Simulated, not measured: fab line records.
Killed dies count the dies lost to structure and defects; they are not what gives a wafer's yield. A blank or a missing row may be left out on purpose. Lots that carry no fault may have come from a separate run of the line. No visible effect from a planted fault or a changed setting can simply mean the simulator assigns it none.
Code-filled problem report in 8D (eight disciplines) form -- flow n5-finfet -- the parts of the form that need people (team, actions taken, sign-off) are left out

## 1. THE ISSUE
N5_BEOL_M2_ETCH_64, rf-fwd-power-W: mean 1043.6 W over 1 wafer from 1 lot; wafers with no fault: 837.2 W, standard deviation 2.7. Measured from the usual mean, that is +76 standard deviations.
The step: etches SOC in N2/H2, target depth 75 nm, overetch 22.5 nm, time 121.9 s.
The first sign was on wafer L866.4 at day 11 11:38, on rie-diel-06. At this step, 27 wafers from 9 lots have a number in the record. The rule behind "out" and "out of limits": a value lying over 4 standard deviations away from the usual mean. The rest of the wafers with a number are treated as sound.

## 2. WHAT IT IS, AND WHAT IT ISN'T
question,is,is not
which readings at this step,"rf-fwd-power-W, rf-vpp-V","drypump-motor-current-A, n2-flow-sccm, oes-product-au, showerhead-plenum-p-Torr, throttle-valve-pct"
which lots,L866,"L848, L849, L851, L852, L858, L860, L861, L868"
which wafers of those lots,L866.4,"L866.2, L866.6"
read on which tools,rie-diel-06,"rie-diel-02, rie-diel-03"
when,from day 11 11:38,up to then (23 sound wafers); but 3 sound wafers of L868 came after

## 3. WHAT RULES OUT EACH SUSPECT
Counting: if a tool at a process step up to the reading ran every lot that is out, it stays a suspect. Sound lots after the first of them don't rule it out here, since some wafers of a struck lot are sound.
- pecvd-03 at N5_BEOL_M2_ILD_DEP_00 (deposits SiOC from DEMS/O2, target thk 79 nm, time 15.3 s): kept. L866, the lot that is out, went through it at day 11 10:23; up to then, the latest sound lot through it was L860 at day 9 19:05.
- rie-diel-06 at N5_BEOL_M2_ETCH_63 (etches SiARC in CF4, target depth 15.6 nm, time 26 s): kept. L866, the lot that is out, went through it at day 11 11:37; up to then, the latest sound lot through it was L858 at day 9 18:28.
- rie-diel-06 at N5_BEOL_M2_ETCH_64 (etches SOC in N2/H2, target depth 75 nm, overetch 22.5 nm, time 121.9 s): kept. L866, the lot that is out, went through it at day 11 11:38; up to then, the latest sound lot through it was L858 at day 9 18:29. On those wafers its own readings are out: rf-fwd-power-W, rf-vpp-V.
- Within pecvd-03 at N5_BEOL_M2_ILD_DEP_00, the wafers that are out were processed in chamber 0 and their sound lot-mates in chamber 2.
- Within rie-diel-06 at N5_BEOL_M2_ETCH_63: the wafers that are out ran in chamber 2; their sound lot-mates ran in chambers 0, 3.
- Within rie-diel-06 at N5_BEOL_M2_ETCH_64: the wafers that are out ran in chamber 2; their sound lot-mates ran in chambers 0, 3.
Left after counting: pecvd-03 at N5_BEOL_M2_ILD_DEP_00, rie-diel-06 at N5_BEOL_M2_ETCH_63, rie-diel-06 at N5_BEOL_M2_ETCH_64.

## 4. THE CAUSE (what the simulator had put in)
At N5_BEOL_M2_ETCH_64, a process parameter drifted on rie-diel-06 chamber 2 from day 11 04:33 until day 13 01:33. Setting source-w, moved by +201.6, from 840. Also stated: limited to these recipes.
Counting leaves 3 suspects; this tool is one of them.

## 5. SEQUENCE OF EFFECTS, ordered by route
Each row: a reading where the mean over the struck wafers with a number is more than 3 standard deviations away from the usual. Readings are gone through only where the record gives a usual standard deviation; hours: the median, over the lots, of the time from a lot's start at the first step in this table giving one to that lot's start at this step; sigmas: the change measured in usual standard deviations.
hours,step,reading,usual,on struck wafers,change,sigmas
0,N5_BEOL_M2_ETCH_64,rf-fwd-power-W,837.2 W,1043.6,+206.4,+76
0,N5_BEOL_M2_ETCH_64,rf-vpp-V,522.9 V,489.5,-33.4,-17
Its process steps:
- N5_BEOL_M2_ETCH_64: etches SOC in N2/H2, target depth 75 nm, overetch 22.5 nm, time 121.9 s.
At these later measuring or inspecting steps, every struck wafer for which the step has a row has a number for every such reading, and none has moved that far: N5_BEOL_M4_RC_MEAS_101.

## 6. WHAT WOULD HAVE CAUGHT IT SOONER
First out-of-limits reading in this record: day 11 11:38, which is 7 hours after fault onset at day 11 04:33.
